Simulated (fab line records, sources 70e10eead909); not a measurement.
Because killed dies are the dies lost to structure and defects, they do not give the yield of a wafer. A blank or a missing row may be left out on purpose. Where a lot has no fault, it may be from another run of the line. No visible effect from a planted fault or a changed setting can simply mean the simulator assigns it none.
Matching of chambers :: flow nand_harc :: 4 sister chambers for NHARC_P_BONDPAD_ACTIVATE_29 on rie_diel-05
The step chemistry N2, time 60 s. 8 wafers are shown with their chamber, then 9 later ones without.

== WAFERS PAIRED WITH THEIR CHAMBERS ==
wafer: L573.4
chamber: 2
drypump_motor_current_A (A): 6.0
rf_vpp_V (V): 63.5

wafer: L573.6
chamber: 0
drypump_motor_current_A (A): 4.9
rf_vpp_V (V): 63.1

wafer: L574.2
chamber: 0
drypump_motor_current_A (A): 4.9
rf_vpp_V (V): 63.8

wafer: L574.3
chamber: 1
drypump_motor_current_A (A): 6.4
rf_vpp_V (V): 65.2

wafer: L574.4
chamber: 3
drypump_motor_current_A (A): 5.5
rf_vpp_V (V): 63.3

wafer: L581.2
chamber: 1
drypump_motor_current_A (A): 6.5
rf_vpp_V (V): 64.4

wafer: L581.5
chamber: 3
drypump_motor_current_A (A): 5.5
rf_vpp_V (V): 65.0

wafer: L581.6
chamber: 2
drypump_motor_current_A (A): 6.0
rf_vpp_V (V): 63.4

== WAFERS MISSING THEIR CHAMBER ==
wafer: L584.1
drypump_motor_current_A (A): 4.9
rf_vpp_V (V): 64.9

wafer: L584.2
drypump_motor_current_A (A): 6.4
rf_vpp_V (V): 64.4

wafer: L584.5
drypump_motor_current_A (A): 5.5
rf_vpp_V (V): 64.4

wafer: L586.4
drypump_motor_current_A (A): 5.5
rf_vpp_V (V): 67.1

wafer: L586.5
drypump_motor_current_A (A): 4.9
rf_vpp_V (V): 64.6

wafer: L586.6
drypump_motor_current_A (A): 5.5
rf_vpp_V (V): 63.3

wafer: L587.1
drypump_motor_current_A (A): 6.4
rf_vpp_V (V): 64.7

wafer: L587.2
drypump_motor_current_A (A): 4.9
rf_vpp_V (V): 63.0

wafer: L587.4
drypump_motor_current_A (A): 4.9
rf_vpp_V (V): 62.5

== THE CHAMBER EACH PASSED THROUGH ==
wafer: L584.1
from the rows above: 0
in truth: 0

wafer: L584.2
from the rows above: 1
in truth: 1

wafer: L584.5
from the rows above: 3
in truth: 3

wafer: L586.4
from the rows above: 3
in truth: 3

wafer: L586.5
from the rows above: 0
in truth: 0

wafer: L586.6
from the rows above: 3
in truth: 3

wafer: L587.1
from the rows above: 1
in truth: 1

wafer: L587.2
from the rows above: 0
in truth: 0

wafer: L587.4
from the rows above: 0
in truth: 0
Placed correctly: 9 of 9. Left unplaced by these rows: 0. Wrongly placed: 0.
How it was worked out, from the rows above alone: a wafer's distance from a chamber is the root of the sum, over the readings, of the square of ((its reading less the chamber's mean) divided by the reading's scatter). If the next closest chamber is less than 2 further off than the closest, the wafer can't be placed; otherwise it belongs to the closest. A chamber's mean is the mean of its shown wafers. How the scatter is found: for the shown wafers, subtract from each reading the mean of its chamber, square and add these, divide the total by (wafers less chambers), then take the root.
